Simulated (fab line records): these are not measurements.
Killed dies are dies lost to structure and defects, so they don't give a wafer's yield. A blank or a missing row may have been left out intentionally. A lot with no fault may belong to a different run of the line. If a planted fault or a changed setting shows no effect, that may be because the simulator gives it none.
What tool caused it?	flow n5 finfet	17 lots with 51 wafers sampled at 6 steps, on a route of 1938 steps

WHAT THE GAUGES SHOWED, per wafer
The record lacks any reading of a measuring or inspecting step that a usual standard deviation could be used to judge.

WHICH TOOL RAN EACH LOT (tool, then ch and the chambers of the sampled wafers, then the start)
lot	N5_PMOS_HMC_CHANNEL_EPI_HM_OPEN_15	N5_PMOS_HMC_CHANNEL_EPI_STRIP_33	N5_FIN_SAQP_SPACER1_ETCHBACK_25	N5_FIN_SAQP_ETCH_69	N5_FIN_SAQP_MANDREL2_REMOVE_60	N5_FIN_SAQP_ETCH_34
L074	rie diel-02 ch 1,2, day 1 18:26	rie diel-02 ch 1,2, day 1 18:30	rie diel-04 ch 0,2, day 2 00:13	rie diel-05 ch 1,2, day 2 01:08	rie si-03 ch 0,1,3, day 2 01:53	rie diel-04 ch 1,3, day 2 02:07
L076	rie diel-06 ch 0,1, day 2 05:34	rie diel-06 ch 0,1, day 2 05:37	rie diel-01 ch 0,3, day 2 12:27	rie diel-01 ch 0,1,2, day 2 13:35	rie si-06 ch 0,3, day 2 14:19	rie diel-05 ch 1,2, day 2 14:33
L077	rie diel-06 ch 0,2,3, day 2 11:16	rie diel-06 ch 0,2,3, day 2 11:19	rie diel-05 ch 0,1,2, day 2 17:52	rie diel-04 ch 0,3, day 2 18:47	rie si-06 ch 1,2,3, day 2 19:49	rie diel-05 ch 0,2,3, day 2 20:22
L079	rie diel-06 ch 0,1, day 3 01:02	rie diel-06 ch 0,1, day 3 01:06	rie diel-05 ch 1,2,3, day 3 07:25	rie diel-05 ch 0,2,3, day 3 08:19	rie si-06 ch 1,2,3, day 3 09:02	rie diel-04 ch 1,2,3, day 3 09:16
L082	rie diel-06 ch 0,2, day 3 17:47	rie diel-06 ch 0,2, day 3 17:52	rie diel-05 ch 1,2,3, day 3 23:58	rie diel-01 ch 0,1,3, day 4 00:54	rie si-01 ch 0,1,2, day 4 01:37	rie diel-04 ch 0,1,2, day 4 01:51
L083	rie diel-02 ch 0,1, day 3 23:34	rie diel-02 ch 0,1, day 3 23:38	rie diel-01 ch 0,2,3, day 4 05:50	rie diel-04 ch 1,2, day 4 06:57	rie si-01 ch 0,2,3, day 4 07:40	rie diel-05 ch 0,1,2, day 4 07:54
L084	rie diel-03 ch 1,2,3, day 4 05:29	rie diel-03 ch 1,2,3, day 4 05:33	rie diel-01 ch 0,2, day 4 12:14	rie diel-05 ch 0,1,2, day 4 13:35	rie si-06 ch 1,2,3, day 4 14:19	rie diel-04 ch 0,2,3, day 4 14:33
L086	rie diel-02 ch 0,1,2, day 4 17:50	rie diel-02 ch 0,1,2, day 4 17:54	rie diel-04 ch 0,2,3, day 5 00:25	rie diel-04 ch 0,2,3, day 5 01:47	rie si-06 ch 0,1,2, day 5 04:26	rie diel-01 ch 0,1,2, day 5 04:45
L087	rie diel-02 ch 0,1,2, day 5 00:35	rie diel-02 ch 0,1,2, day 5 00:38	rie diel-04 ch 0,1,3, day 5 08:20	rie diel-05 ch 0,1,3, day 5 09:37	rie si-03 ch 0,2,3, day 5 10:33	rie diel-01 ch 0,1,2, day 5 10:47
L088	rie diel-02 ch 1,2, day 5 05:37	rie diel-02 ch 1,2, day 5 05:41	rie diel-01 ch 0,1,3, day 5 12:00	rie diel-04 ch 0,3, day 5 12:55	rie si-01 ch 1,2,3, day 5 13:38	rie diel-05 ch 0,1, day 5 13:52
L089	rie diel-06 ch 0,1,2, day 5 11:37	rie diel-06 ch 0,1,2, day 5 11:41	rie diel-04 ch 1,2,3, day 5 17:37	rie diel-01 ch 0,1,3, day 5 18:40	rie si-01 ch 1,2, day 5 19:23	rie diel-01 ch 0,1,2, day 5 19:37
L090	rie diel-02 ch 0,2, day 5 18:23	rie diel-02 ch 0,2, day 5 18:26	rie diel-05 ch 0,1,3, day 6 00:26	rie diel-05 ch 0,1,2, day 6 01:22	rie si-06 ch 0,1,3, day 6 02:08	rie diel-01 ch 1,3, day 6 02:28
L092	rie diel-03 ch 1,2, day 6 05:39	rie diel-03 ch 1,2, day 6 05:43	rie diel-05 ch 1,2,3, day 6 11:51	rie diel-05 ch 0,1,3, day 6 12:46	rie si-03 ch 1,2,3, day 6 13:38	rie diel-05 ch 1,3, day 6 14:07
L093	rie diel-06 ch 0,3, day 6 11:35	rie diel-06 ch 0,3, day 6 11:38	rie diel-05 ch 1,3, day 6 17:55	rie diel-04 ch 0,1,3, day 6 18:50	rie si-03 ch 0,2, day 6 19:32	rie diel-01 ch 0,2, day 6 19:48
L094	rie diel-03 ch 1,3, day 6 18:11	rie diel-03 ch 1,3, day 6 18:14	rie diel-04 ch 1,2, day 7 00:27	rie diel-05 ch 0,2,3, day 7 01:26	rie si-01 ch 1,2, day 7 02:10	rie diel-05 ch 2,3, day 7 02:36
L096	rie diel-02 ch 2,3, day 7 05:29	rie diel-02 ch 2,3, day 7 05:32	rie diel-01 ch 1,2, day 7 12:10	rie diel-05 ch 0,1, day 7 13:05	rie si-01 ch 0,2, day 7 13:49	rie diel-01 ch 1,2,3, day 7 14:05
L097	rie diel-06 ch 1,2,3, day 7 11:37	rie diel-06 ch 1,2,3, day 7 11:40	rie diel-01 ch 0,1,2, day 7 17:58	rie diel-01 ch 0,1,3, day 7 18:55	rie si-01 ch 0,3, day 7 19:38	rie diel-01 ch 2,3, day 7 19:52
- N5_PMOS_HMC_CHANNEL_EPI_HM_OPEN_15: chemistry CHF3/O2, target SiO2, target depth 40.6 nm, time 20.3 s.
- N5_PMOS_HMC_CHANNEL_EPI_STRIP_33: strips in N2/H2.
- N5_FIN_SAQP_SPACER1_ETCHBACK_25: etches SiO2 in CHF3/O2, target depth 24.4 nm, time 12.2 s.
- N5_FIN_SAQP_ETCH_69: etches SOC in N2/H2, stops on SiNx, target depth 150 nm.
- N5_FIN_SAQP_MANDREL2_REMOVE_60: chemistry HBr/Cl2/O2, target a-Si, stops on SiNx, bt time 10 s.
- N5_FIN_SAQP_ETCH_34: etches SiO2 in C4F6/O2, target depth 45 nm, time 15 s.

WHAT THE TOOLS THEMSELVES READ (means of the sampled wafers that have a number; where no wafer has one, the mark that the record gives instead)
N5_PMOS_HMC_CHANNEL_EPI_HM_OPEN_15.
lot	tool	chamber pressure mTorr (mTorr)	drypump motor current A (A)	oes product au (a.u.)	rf vpp V (V)	showerhead plenum p Torr (Torr)	throttle valve pct (%)
L074	rie diel-02	30.01	6.4	0.82	555	2.42	18.76
L076	rie diel-06	30.02	5.6	0.78	525	2.41	19.01
L077	rie diel-06	29.95	5.6	0.79	530	2.39	19.02
L079	rie diel-06	30.02	5.7	0.78	525	2.41	19.02
L082	rie diel-06	30.00	5.9	0.85	526	2.44	19.06
L083	rie diel-02	30.01	6.4	0.75	535	2.49	18.65
L084	rie diel-03	30.00	6.0	0.71	530	2.43	19.11
L086	rie diel-02	30.03	6.3	0.75	540	2.44	18.85
L087	rie diel-02	30.00	6.3	0.74	540	2.44	18.85
L088	rie diel-02	30.01	6.3	0.74	546	2.40	19.04
L089	rie diel-06	30.00	5.6	0.78	531	2.41	19.06
L090	rie diel-02	30.01	6.2	0.70	524	2.46	18.90
L092	rie diel-03	29.97	6.0	0.73	523	2.37	19.17
L093	rie diel-06	29.97	5.8	0.88	523	2.49	18.93
L094	rie diel-03	30.01	5.7	0.71	525	2.43	19.13
L096	rie diel-02	29.99	5.8	0.74	526	2.37	19.07
L097	rie diel-06	29.99	5.4	0.88	538	2.44	18.81

N5_PMOS_HMC_CHANNEL_EPI_STRIP_33.
lot	tool	bias power w (W)	chamber pressure mTorr (mTorr)	drypump motor current A (A)	oes product au (a.u.)	power w (W)	rf vpp V (V)	showerhead plenum p Torr (Torr)	throttle valve pct (%)
L074	rie diel-02	8.011	50.04	6.4	0.82	499.8	56.0	3.40	19.2
L076	rie diel-06	8.000	50.02	5.7	0.77	500.0	53.7	3.37	19.1
L077	rie diel-06	8.002	49.91	5.6	0.80	498.3	53.7	3.33	18.8
L079	rie diel-06	7.985	50.01	5.7	0.77	500.9	54.0	3.37	19.1
L082	rie diel-06	8.001	49.97	5.8	0.86	500.5	55.1	3.42	19.0
L083	rie diel-02	8.006	49.95	6.4	0.76	499.3	55.6	3.43	18.5
L084	rie diel-03	8.015	49.93	6.0	0.72	498.8	52.9	3.36	18.7
L086	rie diel-02	7.992	50.05	6.3	0.75	498.6	55.5	3.40	19.1
L087	rie diel-02	8.004	49.97	6.3	0.75	501.5	50.6	3.40	19.1
L088	rie diel-02	7.994	49.99	6.3	0.74	499.4	53.9	3.37	19.7
L089	rie diel-06	7.987	49.94	5.7	0.78	501.0	55.9	3.38	19.1
L090	rie diel-02	7.985	49.96	6.2	0.71	501.3	56.0	3.41	19.0
L092	rie diel-03	7.982	50.04	6.0	0.74	500.1	52.9	3.26	18.5
L093	rie diel-06	8.008	49.96	5.8	0.88	498.5	55.0	3.46	18.7
L094	rie diel-03	8.014	50.01	5.7	0.73	500.1	53.2	3.37	18.9
L096	rie diel-02	8.004	49.95	5.8	0.75	501.8	54.6	3.33	19.6
L097	rie diel-06	7.999	49.95	5.5	0.89	499.2	53.4	3.41	18.8

N5_FIN_SAQP_SPACER1_ETCHBACK_25.
lot	tool	chamber pressure mTorr (mTorr)	drypump motor current A (A)	oes product au (a.u.)	rf vpp V (V)	showerhead plenum p Torr (Torr)	throttle valve pct (%)
L074	rie diel-04	30.00	5.9	0.71	544	2.51	19.11
L076	rie diel-01	29.96	5.9	0.73	564	2.46	18.97
L077	rie diel-05	30.00	5.4	0.82	518	2.30	18.92
L079	rie diel-05	30.01	5.4	0.81	518	2.36	18.90
L082	rie diel-05	29.99	5.4	0.80	517	2.36	18.91
L083	rie diel-01	29.98	5.8	0.88	561	2.44	18.76
L084	rie diel-01	29.97	5.6	0.93	558	2.43	18.71
L086	rie diel-04	30.01	5.6	0.70	537	2.49	19.05
L087	rie diel-04	29.97	5.5	0.69	522	2.43	18.99
L088	rie diel-01	30.00	5.7	0.82	547	2.42	18.83
L089	rie diel-04	29.99	5.4	0.70	529	2.43	19.08
L090	rie diel-05	30.01	5.2	0.76	516	2.37	18.85
L092	rie diel-05	30.01	5.4	0.78	518	2.35	18.94
L093	rie diel-05	29.98	5.2	0.75	517	2.43	18.82
L094	rie diel-04	30.01	5.7	0.69	542	2.44	19.27
L096	rie diel-01	30.00	5.3	0.82	540	2.43	18.87
L097	rie diel-01	30.01	5.5	0.84	545	2.40	18.80

N5_FIN_SAQP_ETCH_69.
lot	tool	chamber pressure mTorr (mTorr)	drypump motor current A (A)	oes product au (a.u.)	rf vpp V (V)	showerhead plenum p Torr (Torr)	throttle valve pct (%)
L074	rie diel-05	29.985	5.6	0.85	240.2	2.45	17.77
L076	rie diel-01	30.012	5.5	0.79	241.0	2.54	17.75
L077	rie diel-04	29.983	5.7	0.70	241.9	2.63	17.79
L079	rie diel-05	29.996	5.2	0.75	240.2	2.48	17.97
L082	rie diel-01	30.018	5.7	0.82	240.2	2.56	17.73
L083	rie diel-04	30.005	5.6	0.70	239.0	2.49	17.97
L084	rie diel-05	29.992	5.4	0.78	239.0	2.44	17.95
L086	rie diel-04	30.009	5.6	0.69	241.6	2.61	17.87
L087	rie diel-05	30.010	5.2	0.75	240.2	2.52	17.75
L088	rie diel-04	29.998	5.7	0.67	240.8	2.62	17.83
L089	rie diel-01	30.000	5.7	0.80	242.1	2.56	17.76
L090	rie diel-05	30.007	5.4	0.77	239.6	2.43	17.97
L092	rie diel-05	30.001	5.2	0.74	240.0	2.51	17.78
L093	rie diel-04	30.020	5.5	0.68	241.4	2.55	17.91
L094	rie diel-05	30.027	5.2	0.73	240.0	2.47	18.03
L096	rie diel-05	29.995	5.4	0.77	239.5	2.47	17.74
L097	rie diel-01	29.995	5.7	0.79	240.5	2.55	17.79

N5_FIN_SAQP_MANDREL2_REMOVE_60.
lot	tool	HBr_flow_sccm (sccm)	chamber pressure mTorr (mTorr)	drypump motor current A (A)	oes product au (a.u.)	throttle valve pct (%)
L074	rie si-03	150.0	9.992	5.5	0.993	37.2
L076	rie si-06	150.4	9.987	5.5	0.998	36.7
L077	rie si-06	149.8	9.996	5.5	1.012	36.7
L079	rie si-06	150.4	10.002	5.5	1.004	36.7
L082	rie si-01	149.9	9.994	5.9	1.007	36.6
L083	rie si-01	150.1	10.001	5.7	1.001	36.7
L084	rie si-06	150.1	10.010	5.5	0.999	36.7
L086	rie si-06	150.1	9.998	5.5	1.014	37.0
L087	rie si-03	149.8	10.000	5.7	1.012	36.9
L088	rie si-01	150.1	10.000	6.0	1.006	36.7
L089	rie si-01	150.2	9.987	5.8	1.016	36.5
L090	rie si-06	149.8	9.988	5.6	0.991	36.8
L092	rie si-03	150.1	9.998	5.6	0.982	37.1
L093	rie si-03	150.2	10.006	5.2	1.014	36.9
L094	rie si-01	150.1	10.003	6.2	1.000	36.5
L096	rie si-01	149.6	9.998	5.6	1.005	36.6
L097	rie si-01	150.3	10.005	5.8	0.994	36.8

N5_FIN_SAQP_ETCH_34.
lot	tool	chamber pressure mTorr (mTorr)	drypump motor current A (A)	etch rf on time s (s)	oes product au (a.u.)	rf vpp V (V)	showerhead plenum p Torr (Torr)	throttle valve pct (%)
L074	rie diel-04	30.010	5.4	15.2	0.61	655	2.80	21.10
L076	rie diel-05	29.967	5.6	15.2	0.73	663	2.75	21.02
L077	rie diel-05	29.999	5.2	14.5	0.66	653	2.76	21.13
L079	rie diel-04	30.017	5.5	15.2	0.61	672	2.88	21.22
L082	rie diel-04	30.036	5.7	15.2	0.60	682	2.89	21.33
L083	rie diel-05	29.991	5.4	15.0	0.68	658	2.72	21.11
L084	rie diel-04	30.014	5.6	15.2	0.60	681	2.95	21.24
L086	rie diel-01	29.978	5.5	14.9	0.75	692	2.85	20.94
L087	rie diel-01	30.004	5.5	14.8	0.75	692	2.85	20.96
L088	rie diel-05	29.982	5.1	14.8	0.65	656	2.73	21.00
L089	rie diel-01	30.032	5.5	14.8	0.75	692	2.85	20.95
L090	rie diel-01	30.005	5.4	15.2	0.64	676	2.87	21.11
L092	rie diel-05	29.988	5.2	14.9	0.64	657	2.87	20.95
L093	rie diel-01	29.993	5.6	14.8	0.76	708	2.86	20.92
L094	rie diel-05	29.996	5.2	14.6	0.63	653	2.82	21.15
L096	rie diel-01	29.985	5.5	15.0	0.66	690	2.89	21.08
L097	rie diel-01	29.975	5.8	15.0	0.65	710	2.92	21.09

THE ANSWER, worked out from the rows above alone
Rule: what is usual is taken from the lots themselves. Put in order of their means at a reading, lots are off if they are a third of the lots or fewer, leave a main group of 4 or more, and stand apart from it by a gap of 3 or more times the standard deviation of the main group's means; of several such gaps the widest counts. Not used: any main group whose means are identical at the precision the tables above print for the reading. Also off: a lot with no number at a reading for which 4 or more lots have one. Where the step has rows for the other lots, those lots are counted as sound. After the gauges, taken in route order, come the tools' own readings; for these a lot's mean is taken, as printed above. At the first step where some lot is off, the reading lying furthest off is the one used; lots without a number count as furthest.
Across all readings shown, no lot is off: no conclusion can be drawn from this.

WHAT HAD BEEN PUT IN BY THE SIMULATOR
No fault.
